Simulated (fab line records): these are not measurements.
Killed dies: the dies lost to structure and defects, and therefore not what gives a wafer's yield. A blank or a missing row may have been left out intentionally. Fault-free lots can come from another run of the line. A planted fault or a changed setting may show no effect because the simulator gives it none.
Split-lot experiment :: flow n5-finfet :: route with 1938 steps; 7 lots, 21 wafers read

THE SPLIT ITSELF
At N5_SD_EPI_P_COAT_03 (resist thk 150 nm), the setting spin-rpm was moved away from the recipe's 1500 rpm on 6 of the 21 wafers read, by -5.8% to +8.7%. The other wafers ran this setting at the recipe's value.

FROM THE SPLIT TO THE READING: what the file shows between them, 4 steps
- N5_SD_EPI_P_EBR_05
- N5_SD_EPI_P_SOFTBAKE_04: time 60 s
- N5_SD_EPI_P_EXPOSE_06: exposes mask SD P BLK, target cd 240 nm
- N5_SD_EPI_P_PEB_07: peb time 60 s

THE READING
CAR-ArF-block_of_SD_EPI_P_COAT_03.thk-nm (the simulator's own value, which no gauge read), in nm, at N5_SD_EPI_P_DEVELOP_08 (develop time 30 s). The file gives no usual value for it. Average 148.2 nm, standard deviation 0.48 nm, over the 15 wafers here run with the recipe.

wafer: L078.1
tool, chamber at the split: litho-track-05, 0
spin-rpm as run, rpm: 1413
against the recipe: -5.8%
CAR-ArF-block_of_SD_EPI_P_COAT_03.thk-nm, nm: 153.2
against lot-mates on the recipe: +4.8

wafer: L078.2
tool, chamber at the split: litho-track-05, 0
spin-rpm as run, rpm: 1500
against the recipe: recipe
CAR-ArF-block_of_SD_EPI_P_COAT_03.thk-nm, nm: 148.4
against lot-mates on the recipe: -

wafer: L078.6
tool, chamber at the split: litho-track-05, 0
spin-rpm as run, rpm: 1413
against the recipe: -5.8%
CAR-ArF-block_of_SD_EPI_P_COAT_03.thk-nm, nm: 152.4
against lot-mates on the recipe: +4.0

wafer: L079.3
tool, chamber at the split: litho-track-05, 0
spin-rpm as run, rpm: 1500
against the recipe: recipe
CAR-ArF-block_of_SD_EPI_P_COAT_03.thk-nm, nm: 147.8
against lot-mates on the recipe: -

wafer: L079.4
tool, chamber at the split: litho-track-05, 0
spin-rpm as run, rpm: 1500
against the recipe: recipe
CAR-ArF-block_of_SD_EPI_P_COAT_03.thk-nm, nm: 148.4
against lot-mates on the recipe: -

wafer: L079.5
tool, chamber at the split: litho-track-05, 0
spin-rpm as run, rpm: 1500
against the recipe: recipe
CAR-ArF-block_of_SD_EPI_P_COAT_03.thk-nm, nm: 148.2
against lot-mates on the recipe: -

wafer: L087.3
tool, chamber at the split: litho-track-05, 0
spin-rpm as run, rpm: 1500
against the recipe: recipe
CAR-ArF-block_of_SD_EPI_P_COAT_03.thk-nm, nm: 147.6
against lot-mates on the recipe: -

wafer: L087.6
tool, chamber at the split: litho-track-05, 0
spin-rpm as run, rpm: 1500
against the recipe: recipe
CAR-ArF-block_of_SD_EPI_P_COAT_03.thk-nm, nm: 147.6
against lot-mates on the recipe: -

wafer: L087.4
tool, chamber at the split: litho-track-05, 0
spin-rpm as run, rpm: 1500
against the recipe: recipe
CAR-ArF-block_of_SD_EPI_P_COAT_03.thk-nm, nm: 148.2
against lot-mates on the recipe: -

wafer: L088.4
tool, chamber at the split: litho-track-03, 0
spin-rpm as run, rpm: 1500
against the recipe: recipe
CAR-ArF-block_of_SD_EPI_P_COAT_03.thk-nm, nm: 147.8
against lot-mates on the recipe: -

wafer: L088.5
tool, chamber at the split: litho-track-03, 0
spin-rpm as run, rpm: 1500
against the recipe: recipe
CAR-ArF-block_of_SD_EPI_P_COAT_03.thk-nm, nm: 148.2
against lot-mates on the recipe: -

wafer: L088.6
tool, chamber at the split: litho-track-03, 0
spin-rpm as run, rpm: 1631
against the recipe: +8.7%
CAR-ArF-block_of_SD_EPI_P_COAT_03.thk-nm, nm: 141.8
against lot-mates on the recipe: -6.2

wafer: L091.1
tool, chamber at the split: litho-track-03, 0
spin-rpm as run, rpm: 1500
against the recipe: recipe
CAR-ArF-block_of_SD_EPI_P_COAT_03.thk-nm, nm: 148.8
against lot-mates on the recipe: -

wafer: L091.3
tool, chamber at the split: litho-track-03, 0
spin-rpm as run, rpm: 1500
against the recipe: recipe
CAR-ArF-block_of_SD_EPI_P_COAT_03.thk-nm, nm: 149
against lot-mates on the recipe: -

wafer: L091.4
tool, chamber at the split: litho-track-03, 0
spin-rpm as run, rpm: 1500
against the recipe: recipe
CAR-ArF-block_of_SD_EPI_P_COAT_03.thk-nm, nm: 149.2
against lot-mates on the recipe: -

wafer: L093.1
tool, chamber at the split: litho-track-03, 0
spin-rpm as run, rpm: 1429
against the recipe: -4.7%
CAR-ArF-block_of_SD_EPI_P_COAT_03.thk-nm, nm: 151.8
against lot-mates on the recipe: no lot-mate on the recipe

wafer: L093.3
tool, chamber at the split: litho-track-03, 0
spin-rpm as run, rpm: 1429
against the recipe: -4.7%
CAR-ArF-block_of_SD_EPI_P_COAT_03.thk-nm, nm: 151.6
against lot-mates on the recipe: no lot-mate on the recipe

wafer: L093.4
tool, chamber at the split: litho-track-03, 0
spin-rpm as run, rpm: 1429
against the recipe: -4.7%
CAR-ArF-block_of_SD_EPI_P_COAT_03.thk-nm, nm: 152
against lot-mates on the recipe: no lot-mate on the recipe

wafer: L097.2
tool, chamber at the split: litho-track-01, 0
spin-rpm as run, rpm: 1500
against the recipe: recipe
CAR-ArF-block_of_SD_EPI_P_COAT_03.thk-nm, nm: 148.4
against lot-mates on the recipe: -

wafer: L097.4
tool, chamber at the split: litho-track-01, 0
spin-rpm as run, rpm: 1500
against the recipe: recipe
CAR-ArF-block_of_SD_EPI_P_COAT_03.thk-nm, nm: 147.8
against lot-mates on the recipe: -

wafer: L097.5
tool, chamber at the split: litho-track-01, 0
spin-rpm as run, rpm: 1500
against the recipe: recipe
CAR-ArF-block_of_SD_EPI_P_COAT_03.thk-nm, nm: 147.8
against lot-mates on the recipe: -

THE FIT
A straight line over all 21 wafers: CAR-ArF-block_of_SD_EPI_P_COAT_03.thk-nm changes by -0.758 nm for each +1% of spin-rpm; r = -0.98; the points scatter about the line by 0.46 nm.
The same after taking each lot's own level away (the mean of its wafers on the recipe; 18 wafers): -0.732 nm for each +1%; r = -0.99; scatter 0.28 nm.
That fit puts the effect of the largest move of spin-rpm on the reading at 6.4 nm.
From 147.80 to 149.00 nm: that is the span of the lots' own levels, equal to 2.5 times the standard deviation above.
Hence the lot-to-lot level has little effect on the slope; both slopes agree.
Check: for one of the wafers moved furthest among these (+8.7%), held out of the fit, the line's prediction against its lot-mates is -6.63 nm. Against them it came out at -6.2 nm.

FURTHER SPLITS ON THESE WAFERS
These wafers also went through other splits before the reading. Each is held against what the fit with the lots' levels taken away leaves over:
other split on the same wafers: N5_SD_EPI_N_DESCUM_14 time-s
wafers away from the commonest value: 6
r with CAR-ArF-block_of_SD_EPI_P_COAT_03.thk-nm (lot level and that fit taken away): -0.03

other split on the same wafers: N5_SD_EPI_N_EPI_21 temp-c
wafers away from the commonest value: 9
r with CAR-ArF-block_of_SD_EPI_P_COAT_03.thk-nm (lot level and that fit taken away): -0.04

THE WHOLE CHAIN: every reading that the file lists as answering this split, in the file's order
step: N5_SD_EPI_P_COAT_03
what it does: resist thk 150 nm
reading: CAR-ArF-block_of_SD_EPI_P_COAT_03.thk-nm (the simulator's own value, which no gauge read)
change (the file's fit): -0.733 nm for each +1% of the setting
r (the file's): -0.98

step: N5_SD_EPI_P_DEVELOP_08
what it does: develop time 30 s
reading: CAR-ArF-block_of_SD_EPI_P_COAT_03.thk-nm (the simulator's own value, which no gauge read)
change (the file's fit): -0.725 nm for each +1% of the setting
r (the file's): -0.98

FILE'S OWN FIT
CAR-ArF-block_of_SD_EPI_P_COAT_03.thk-nm changes by -0.725 nm for each +1% of spin-rpm, r = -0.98.
